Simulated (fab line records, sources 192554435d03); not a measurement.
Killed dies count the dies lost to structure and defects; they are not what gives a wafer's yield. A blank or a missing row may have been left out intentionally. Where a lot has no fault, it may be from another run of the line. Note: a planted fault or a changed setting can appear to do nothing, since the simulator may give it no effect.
Problem report, 8D (eight disciplines) form, completed by code -- flow n5 finfet -- the parts of the form that need people (team, actions taken, sign-off) are left out

1. WHAT WENT WRONG
EOT_N at N5_BEOL_M4_RC_MEAS_101 reads a mean of 12.86 on 1 wafer of 1 lot; wafers without a fault read 10.51 with a standard deviation of 0.1. That puts it +23 standard deviations away from the usual mean.
First observed at day 11 16:22: wafer L343.1, on prober-01. The record holds 9 wafers of 3 lots with a number at this step. Rule for "out" (also "out of limits"): further than 4 standard deviations from the usual mean. The rest of the wafers with a number are treated as sound.

2. WHAT IT IS; WHAT IT IS NOT
question,is,is not
which readings at this step,"EOT_N, DIBL_N, DIBL_P, EOT_P, IGATE_N, IGATE_P, IOFF_N, IOFF_N_85C, IOFF_N_LIN, IOFF_P, IOFF_P_85C, IOFF_P_LIN","SS_N, VT_P"
which lots,L343,"L331, L339"
which wafers of those lots,L343.1,"L343.2, L343.4"
read on which gauges,prober-01,-
when,from day 11 16:22,up to then (8 sound wafers)

3. WHAT RULES OUT EACH SUSPECT
Counting: any tool at a process step up to the reading remains a suspect provided it ran every lot that is out. Sound lots after the first of them don't rule it out here, since some wafers of a struck lot are sound.
- the gauge at N5_BEOL_M4_RC_MEAS_101: kept. All the wafers that are out were read on prober-01, and no step on other tools shows them out.
- remote plasma-02 at N5_DUMMY_REMOVAL_PRECLEAN_08 (cleans in NF3:NH3, afs cycles 2, time 20 s, sublimation time 60 s): kept. L343, the lot that is out, went through it at day 7 11:31; up to then, the latest sound lot through it was L339 at day 6 10:46.
Remaining after the count are remote plasma-02 at N5_DUMMY_REMOVAL_PRECLEAN_08 and prober-01 at N5_BEOL_M4_RC_MEAS_101.

4. THE CAUSE (what the simulator had put in)
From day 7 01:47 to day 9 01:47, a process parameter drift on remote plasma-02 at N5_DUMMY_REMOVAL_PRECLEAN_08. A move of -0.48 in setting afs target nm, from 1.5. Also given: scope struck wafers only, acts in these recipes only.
2 suspects survive the count, and this tool is in that group.

5. THE CHAIN OF EFFECTS, in route order
Each row: a reading where the mean over the struck wafers with a number is more than 3 standard deviations away from the usual. Scope: only readings with a usual standard deviation given in the record; hours: median across lots of the time from each lot's start at the first step in this table that gives one to its start at this step; sigmas: change in usual standard deviations.
hours,step,reading,usual,on struck wafers,change,sigmas
0,N5_BEOL_M4_RC_MEAS_101,DIBL_N,36.4 mV/V,44.1,+7.7,+4.5
0,N5_BEOL_M4_RC_MEAS_101,DIBL_P,36.4 mV/V,46.5,+10.1,+4.8
0,N5_BEOL_M4_RC_MEAS_101,EOT_N,10.51,12.86,+2.35,+23
0,N5_BEOL_M4_RC_MEAS_101,EOT_P,10.46,12.92,+2.46,+22
0,N5_BEOL_M4_RC_MEAS_101,IGATE_N,0.0134 nA/um,0.0009,-0.0125,-6.0
0,N5_BEOL_M4_RC_MEAS_101,IGATE_P,0.0040 nA/um,0.0003,-0.0037,-6.0
0,N5_BEOL_M4_RC_MEAS_101,IOFF_N,0.16 nA/um,0.32,+0.16,+4.6
0,N5_BEOL_M4_RC_MEAS_101,IOFF_N_85C,3.2 nA/um,5.5,+2.3,+4.0
0,N5_BEOL_M4_RC_MEAS_101,IOFF_N_LIN,0.076 nA/um,0.145,+0.069,+5.3
0,N5_BEOL_M4_RC_MEAS_101,IOFF_P,0.21 nA/um,0.39,+0.18,+5.1
0,N5_BEOL_M4_RC_MEAS_101,IOFF_P_85C,3.6 nA/um,5.9,+2.3,+4.5
0,N5_BEOL_M4_RC_MEAS_101,IOFF_P_LIN,0.100 nA/um,0.170,+0.070,+5.4
0,N5_BEOL_M4_RC_MEAS_101,SS_P,73.2 mV/dec,75.5,+2.3,+3.2
111,N5_PASSIVATION_PROBE_49,sort_bin_4_leakage,0.01 %,2.37,+2.36,+61
The process steps in it:
- N5_PASSIVATION_PROBE_49

6. WHAT WOULD HAVE CAUGHT IT SOONER
In this record the first reading out of limits at a measuring or inspecting step was taken at day 11 16:22, 111 hours after the fault began at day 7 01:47.
The start of N5_DUMMY_REMOVAL_PRECLEAN_08 on remote plasma-02 came by day 11 16:22 for every one of the lots that are out (1). A hold on the tool at that time would have spared none of them.
